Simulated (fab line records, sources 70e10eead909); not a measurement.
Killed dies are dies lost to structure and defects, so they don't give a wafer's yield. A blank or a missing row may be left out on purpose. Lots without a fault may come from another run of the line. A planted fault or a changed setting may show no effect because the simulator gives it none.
Which tool did it? | flow nand_harc | 13 lots, 39 wafers sampled, at 5 steps of a route of 1302

WHAT THE GAUGES READ, wafer by wafer
NHARC_A_DECK1_JOINT_THK_MEAS_17: measures by ellipsometry. Usual: thk_nm 45.3 nm, standard deviation 1.2.
lot  | measured     | on            | thk_nm (nm)    | flag
L675 | day 12 10:22 | film_metro-02 | 45.0 44.7 45.3 |
L676 | day 13 00:28 | film_metro-01 | 45.3 47.2 45.7 |
L678 | day 13 13:49 | film_metro-02 | 44.4 45.2 44.3 |
L679 | day 14 12:41 | film_metro-01 | 43.2 45.4 44.4 |
L680 | day 15 01:43 | film_metro-01 | 44.6 46.8 46.9 |
L682 | day 16 00:02 | film_metro-02 | 45.3 46.4 46.8 |
L683 | day 16 17:44 | film_metro-01 | 43.9 42.4 43.9 |
L689 | day 18 10:47 | film_metro-02 | 44.7 61.3 61.5 | OFF
L688 | day 18 17:58 | film_metro-02 | 45.4 61.1 44.6 | OFF
L691 | day 19 08:25 | film_metro-01 | 43.7 44.4 62.3 | OFF
L694 | day 20 21:43 | film_metro-01 | 45.4 46.8 46.8 |
L695 | day 21 06:52 | film_metro-02 | 45.1 45.4 44.1 |
L697 | day 21 12:57 | film_metro-01 | 45.0 44.2 47.5 |

NHARC_A_DECK1_JOINT_INSPECT_05. Usual: raw_defect_count 337, standard deviation 140.
lot  | measured     | on                | raw_defect_count | flag
L675 | day 12 10:23 | defect_inspect-02 | 315 243 157      |
L676 | day 13 00:29 | defect_inspect-02 | 443 484 391      |
L678 | day 13 13:50 | defect_inspect-02 | 434 344 444      |
L679 | day 14 12:44 | defect_inspect-02 | 259 297 494      |
L680 | day 15 01:45 | defect_inspect-02 | 177 206 218      |
L682 | day 16 00:04 | defect_inspect-01 | 226 247 484      |
L683 | day 16 17:46 | defect_inspect-02 | 464 422 266      |
L689 | day 18 10:50 | defect_inspect-01 | 187 471 339      |
L688 | day 18 18:00 | defect_inspect-01 | 530 307 513      |
L691 | day 19 08:28 | defect_inspect-01 | 390 153 215      |
L694 | day 20 21:46 | defect_inspect-01 | 358 403 428      |
L695 | day 21 06:54 | defect_inspect-01 | 350 713 1009     |
L697 | day 21 12:59 | defect_inspect-02 | 263 160 240      |

WHICH TOOL RAN EACH LOT (tool, then ch and the chambers of the sampled wafers, then the start)
lot  | NHARC_A_CHANNEL_FILL_D1_ALD_14   | NHARC_A_CHANNEL_FILL_D1_CMP_10 | NHARC_A_DECK1_JOINT_DEP_16
L675 | ald_hk-02 ch 1,3, day 9 09:59    | cmp-04 ch 1,3, day 11 02:27    | pecvd-03 ch 0,2, day 12 10:08
L676 | ald_hk-02 ch 1,2, day 9 23:01    | cmp-01 ch 1,2,3, day 11 15:46  | pecvd-03 ch 0,1, day 13 00:14
L678 | ald_hk-02 ch 2,3, day 10 11:32   | cmp-01 ch 0,1,3, day 12 05:33  | pecvd-03 ch 0,2, day 13 13:32
L679 | ald_hk-03 ch 0,1,2, day 11 01:55 | cmp-04 ch 0,3, day 12 18:18    | pecvd-03 ch 0,1,2, day 14 12:25
L680 | ald_hk-03 ch 1,3, day 11 14:19   | cmp-01 ch 1,2,3, day 13 10:14  | pecvd-03 ch 0,1,2, day 15 01:26
L682 | ald_hk-01 ch 1,2, day 12 17:56   | cmp-01 ch 1,2,3, day 14 16:27  | pecvd-02 ch 0,1,2, day 15 23:46
L683 | ald_hk-02 ch 1,2,3, day 13 07:29 | cmp-01 ch 0,1,3, day 15 02:59  | pecvd-01 ch 0,1,2, day 16 17:29
L689 | ald_hk-01 ch 0,1, day 15 04:06   | cmp-04 ch 1,3, day 16 23:07    | pecvd-01 ch 0,2, day 18 10:31
L688 | ald_hk-02 ch 0,3, day 15 11:07   | cmp-01 ch 0,2, day 17 06:07    | pecvd-01 ch 1,2, day 18 17:41
L691 | ald_hk-02 ch 1,3, day 16 02:58   | cmp-03 ch 2,3, day 17 19:12    | pecvd-01 ch 0,1,2, day 19 08:10
L694 | ald_hk-02 ch 1,2,3, day 17 12:08 | cmp-04 ch 0,1,2, day 19 07:32  | pecvd-03 ch 0,1,2, day 20 21:27
L695 | ald_hk-01 ch 1,2,3, day 18 00:07 | cmp-04 ch 0,2,3, day 19 16:31  | pecvd-02 ch 0,2, day 21 06:37
L697 | ald_hk-02 ch 1,2, day 18 08:28   | cmp-04 ch 0,3, day 20 01:14    | pecvd-02 ch 0,1,2, day 21 12:44
- NHARC_A_CHANNEL_FILL_D1_ALD_14: deposits SiO2, target thk 2.5 nm, pulse time 10 s, ald cycles 25.
- NHARC_A_CHANNEL_FILL_D1_CMP_10: polishes, target thk 150 nm.
- NHARC_A_DECK1_JOINT_DEP_16: deposits SiO2, target thk 45 nm.

WHAT THE TOOLS THEMSELVES READ (means of the sampled wafers that have a number; where no wafer has one, the mark that the record gives instead)
NHARC_A_CHANNEL_FILL_D1_ALD_14. Usual: heater_power_w 451 W, standard deviation 27; precursor_pulse_height_rel 0.999, standard deviation 0.021.
lot  | tool      | heater_power_w (W) | precursor_pulse_height_rel | flag
L675 | ald_hk-02 | 456                | 1.012                      |
L676 | ald_hk-02 | 421                | 0.999                      |
L678 | ald_hk-02 | 419                | 1.013                      |
L679 | ald_hk-03 | 464                | 1.010                      |
L680 | ald_hk-03 | 459                | 0.991                      |
L682 | ald_hk-01 | 474                | 1.011                      |
L683 | ald_hk-02 | 430                | 0.970                      |
L689 | ald_hk-01 | 483                | 1.005                      |
L688 | ald_hk-02 | 463                | 0.988                      |
L691 | ald_hk-02 | 450                | 0.991                      |
L694 | ald_hk-02 | 433                | 1.010                      |
L695 | ald_hk-01 | 457                | 0.990                      |
L697 | ald_hk-02 | 429                | 1.007                      |

NHARC_A_CHANNEL_FILL_D1_CMP_10. Usual: motor_current_A 11.8 A, standard deviation 1.2; time_to_endpoint_s 16.6 s, standard deviation 2.4.
lot  | tool   | motor_current_A (A) | time_to_endpoint_s (s) | flag
L675 | cmp-04 | 12.9                | 19.1                   |
L676 | cmp-01 | 11.2                | 14.7                   |
L678 | cmp-01 | 11.5                | 15.8                   |
L679 | cmp-04 | 13.1                | 10.4                   |
L680 | cmp-01 | 11.3                | 15.7                   |
L682 | cmp-01 | 11.5                | 18.0                   |
L683 | cmp-01 | 12.0                | 16.0                   |
L689 | cmp-04 | 12.0                | 17.0                   |
L688 | cmp-01 | 13.1                | 17.0                   |
L691 | cmp-03 | 11.5                | 17.1                   |
L694 | cmp-04 | 11.4                | 16.8                   |
L695 | cmp-04 | 12.0                | 18.9                   |
L697 | cmp-04 | 13.4                | 12.9                   |

NHARC_A_DECK1_JOINT_DEP_16. Usual: flow_sccm 2650 sccm, standard deviation 8.3; heater_power_w 501 W, standard deviation 69; throttle_valve_pct 15.9 %, standard deviation 0.55.
lot  | tool     | flow_sccm (sccm) | heater_power_w (W) | throttle_valve_pct (%) | flag
L675 | pecvd-03 | 2644             | 502                | 15.2                   |
L676 | pecvd-03 | 2652             | 481                | 15.4                   |
L678 | pecvd-03 | 2644             | 477                | 15.0                   |
L679 | pecvd-03 | 2661             | 545                | 15.8                   |
L680 | pecvd-03 | 2651             | 535                | 15.6                   |
L682 | pecvd-02 | 2654             | 417                | 16.2                   |
L683 | pecvd-01 | 2651             | 513                | 16.2                   |
L689 | pecvd-01 | 2648             | 588                | 16.2                   |
L688 | pecvd-01 | 2647             | 538                | 16.3                   |
L691 | pecvd-01 | 2651             | 496                | 16.2                   |
L694 | pecvd-03 | 2655             | 508                | 15.6                   |
L695 | pecvd-02 | 2647             | 497                | 16.4                   |
L697 | pecvd-02 | 2654             | 487                | 16.2                   |

THE ANSWER, worked out from the rows above alone
Rule: a lot is off if the mean of its wafers that have a number lies more than 3 standard deviations from the usual mean. A lot without any number at a reading at which 4 lots or more have one is off too. The other lots that the step has rows for count as sound. The gauges are gone through in route order, then the tools' own readings, and for those a lot's mean is taken as printed above. The first step at which some lot is off is used, and at that step the reading that is off furthest; a lot without a number counts as furthest.
Off: L689, L688, L691, at NHARC_A_DECK1_JOINT_THK_MEAS_17 (thk_nm).
A tool fits if, at a process step before that reading, it ran every lot that is off, and no sound lot after the first of them. The gauges at NHARC_A_DECK1_JOINT_THK_MEAS_17 are tried like those tools. One fits: pecvd-01 at NHARC_A_DECK1_JOINT_DEP_16. Its last sound lot is L683 (day 16 17:29), its first lot that is off L689 (day 18 10:31): a fault that began between those two fits.

WHAT THE SIMULATOR HAD PUT IN
Process parameter drift: pecvd-01, from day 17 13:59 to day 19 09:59, at NHARC_A_DECK1_JOINT_DEP_16. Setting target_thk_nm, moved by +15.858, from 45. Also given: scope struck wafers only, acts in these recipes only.
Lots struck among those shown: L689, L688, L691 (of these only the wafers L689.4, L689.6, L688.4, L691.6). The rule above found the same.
